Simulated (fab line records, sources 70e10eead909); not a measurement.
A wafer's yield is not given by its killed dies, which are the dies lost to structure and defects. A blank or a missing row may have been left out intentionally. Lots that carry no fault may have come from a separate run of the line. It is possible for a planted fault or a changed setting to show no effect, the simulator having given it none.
Chamber matching -- flow nand harc -- 4 sister chambers for NHARC_A_STAIRCASE_TRIM_12 on rie diel-13
The step chemistry O2, time 211.2 s. 7 wafers are shown with their chamber, then 7 later ones without.

## WAFERS PAIRED WITH THEIR CHAMBERS
wafer,chamber,drypump motor current A (A),showerhead plenum p Torr (Torr)
L282.3,0,5.3,3.52
L283.5,2,4.9,3.37
L285.4,3,6.1,3.51
L284.1,2,4.9,3.36
L284.5,1,6.5,3.76
L294.1,3,6.0,3.49
L294.4,1,6.5,3.75

## WAFERS WITH NO CHAMBER GIVEN
wafer,drypump motor current A (A),showerhead plenum p Torr (Torr)
L294.5,6.5,3.74
L297.2,6.5,3.74
L297.3,6.1,3.49
L297.5,6.6,3.74
L300.2,4.9,3.34
L300.3,5.3,3.49
L300.5,4.9,3.34

## THE CHAMBER EACH PASSED THROUGH
wafer,from the rows above,in truth
L294.5,1,1
L297.2,1,1
L297.3,3,3
L297.5,1,1
L300.2,2,2
L300.3,0,0
L300.5,2,2
Placed correctly: 7 of 7. Number that these rows cannot place: 0. Placed wrongly: 0.
How it was worked out, from the rows above alone: a wafer's distance from a chamber is the root of the sum, over the readings, of the square of ((its reading less the chamber's mean) divided by the reading's scatter). If the next closest chamber is less than 2 further off than the closest, the wafer can't be placed; otherwise it belongs to the closest. The mean given for a chamber averages the wafers shown for that chamber. The scatter: the root of (the sum of the squares of (reading less its chamber's mean) over the shown wafers, divided by (wafers less chambers)).
